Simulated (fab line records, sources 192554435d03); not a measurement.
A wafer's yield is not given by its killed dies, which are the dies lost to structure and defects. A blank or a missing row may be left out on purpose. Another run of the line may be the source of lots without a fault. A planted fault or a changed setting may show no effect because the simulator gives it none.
Struck lot and sound lot, side by side | flow n5_finfet | 15 out of 1938 route steps
Sound: these wafers, L750.1, L750.3, L750.4. Struck: wafers L755.3, L755.4, L755.6. The cause is named last.
At each step with rows: each side's tool, then ch and its chambers, then its first start. Under that, the readings that differ: sound wafers | struck wafers | difference of the means | sigmas: that difference in standard deviations of wafers without a fault.
alike: a reading whose means differ by less than 2 such deviations, as well as words and numbers matching on both sides. not compared: withheld readings; readings where some wafer has no value; bounds like >300 that might hide an equal value; numbers whose values overlap and for which the record gives no deviation.
Wherever a step has rows on one side only, a row that says differs or no value, or a row with sigmas, the two part there. Numbers that have no deviation but don't overlap get no sigmas and don't part them. A reading missing from all wafers of one side parts the sides only when that side holds two or more wafers.

N5_BEOL_M1_SPUTTER_90: material Cu, target thk 4.5 nm, time 8.29 s.
  struck on pvd_sputter-02, day 8 11:30; sound on pvd_sputter-01, day 6 20:55
  alike: chamber_pressure_pa, throttle_valve_pct
N5_BEOL_M1_ANNEAL_91: time 240 s.
  struck on pvd_sputter-02, day 8 11:35; sound on pvd_sputter-01, day 6 20:59
  alike: heater_power_w
then, 1 step without rows for these wafers: N5_BEOL_M1_SPUTTER_92 (material Cu, target thk 4.5 nm, time 8.29 s).
N5_BEOL_M1_ANNEAL_93: time 240 s.
  struck on pvd_sputter-02, day 8 11:48; sound on pvd_sputter-01, day 6 21:13
  alike: heater_power_w
then, 5 steps without rows for these wafers: N5_BEOL_M1_SPUTTER_94 (material Cu, target thk 4.5 nm, time 8.29 s); N5_BEOL_M1_ANNEAL_95 (time 240 s); N5_BEOL_M1_SPUTTER_96 (material Cu, target thk 4.5 nm, time 8.29 s); N5_BEOL_M1_ECD_50 (material Cu, target thk 300 nm); N5_BEOL_M1_ANNEAL_51 (time 90 s).
N5_BEOL_M1_CMP_52: polishes, stops on SiOC, t overpolish 6.8 s, target thk 40 nm.
  sound on cmp-01 ch 0,1,3, day 6 22:04; struck on cmp-01 ch 0,1, day 8 12:39
  reading                | sound    | struck   | difference | sigmas
  time_to_endpoint_s (s) | 65 74 62 | 59 59 61 | -7         | -2
  alike: barrier_field_endpoint_s, clearing_platen_down_force_psi, motor_current_A, overpolish_run_s
N5_BEOL_M1_THK_MEAS_53: measures by xrf.
  struck on film_metro-02, day 8 12:57; sound on film_metro-02, day 6 22:22
  alike: M1_THK
N5_BEOL_M1_PRE_CLEAN_60: time 15 s.
  sound on cvd_co-01 ch 1,2, day 6 22:24; struck on cvd_co-01 ch 0,1, day 8 12:59
  alike: heater_power_w
  not compared: since_wet_clean_h
N5_BEOL_M1_CO_CAP_55: material Co, precursor CCTBA/H2, target thk 2 nm, time 102.1 s.
  sound on cvd_co-01 ch 1,2, day 6 22:26; struck on cvd_co-01 ch 0,1, day 8 13:01
  reading                                   | sound             | struck            | difference | sigmas
  run_length_s (s)                          | 123.7 125.2 125.1 | 173.8 173.7 173.5 | +49.0      | +80
  model.Co_of_BEOL_M1_CO_CAP_55.thk_nm (nm) | 1.8 2 2           | 2.8 3 3           | +1.0       |
  alike: heater_power_w
  not compared: since_wet_clean_h
then, 1 step without rows for these wafers: N5_BEOL_M1_PRE_CLEAN_56 (time 15 s).
N5_BEOL_M4_RC_MEAS_101:
  sound on prober-02 ch 0, day 8 13:29; struck on prober-01 ch 0, day 10 04:33
  alike: DIBL_N, DIBL_P, IOFF_N, IOFF_P, ION_N, ION_P, SS_N, SS_P, VT_N, VT_P

== WHERE THEY PART ==
Earliest at N5_BEOL_M1_CMP_52; latest, in this record, at N5_BEOL_M1_CO_CAP_55. Later steps at which nothing parts them and some readings are alike: N5_BEOL_M4_RC_MEAS_101.

WHY: what had been put in by the simulator
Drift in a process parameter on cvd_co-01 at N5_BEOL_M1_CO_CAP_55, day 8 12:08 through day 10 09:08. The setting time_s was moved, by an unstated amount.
